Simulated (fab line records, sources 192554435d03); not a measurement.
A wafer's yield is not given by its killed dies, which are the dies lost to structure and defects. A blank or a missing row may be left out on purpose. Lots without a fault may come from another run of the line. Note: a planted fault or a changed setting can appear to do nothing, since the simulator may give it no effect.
Matching of chambers / flow n5Finfet / 4 sister chambers for N5_FIN_SAQP_MANDREL1_REMOVE_56 on rieSi-03
The step chemistry HBr/Cl2/O2, target a-Si, stops on SiNx, bt time 10 s. 4 wafers are shown with their chamber, then 7 later ones without.

WAFERS PAIRED WITH THEIR CHAMBERS
wafer=L088.2; chamber=2; throttleValvePct (%)=35.98
wafer=L088.5; chamber=3; throttleValvePct (%)=36.84
wafer=L088.6; chamber=0; throttleValvePct (%)=37.11
wafer=L089.5; chamber=1; throttleValvePct (%)=36.49

WAFERS WITHOUT THEIR CHAMBER
wafer=L089.6; throttleValvePct (%)=35.98
wafer=L095.1; throttleValvePct (%)=37.08
wafer=L095.2; throttleValvePct (%)=35.97
wafer=L095.4; throttleValvePct (%)=36.48
wafer=L096.2; throttleValvePct (%)=35.97
wafer=L096.3; throttleValvePct (%)=36.84
wafer=L096.5; throttleValvePct (%)=37.06

EACH ONE'S CHAMBER
wafer=L089.6; from the rows above=2; in truth=2
wafer=L095.1; from the rows above=0; in truth=0
wafer=L095.2; from the rows above=2; in truth=2
wafer=L095.4; from the rows above=1; in truth=1
wafer=L096.2; from the rows above=2; in truth=2
wafer=L096.3; from the rows above=3; in truth=3
wafer=L096.5; from the rows above=0; in truth=0
7 of 7 placed correctly. Number that these rows cannot place: 0. Placed wrongly: 0.
How it was worked out, from the rows above alone: a wafer's distance from a chamber is the root of the sum, over the readings, of the square of ((its reading less the chamber's mean) divided by the reading's scatter). If the next closest chamber is less than 2 further off than the closest, the wafer can't be placed; otherwise it belongs to the closest. Each chamber's mean is taken over the wafers shown for it. The scatter: with one shown wafer a chamber, the root of the mean of the squares of how far each hidden wafer lies from its nearest shown one.
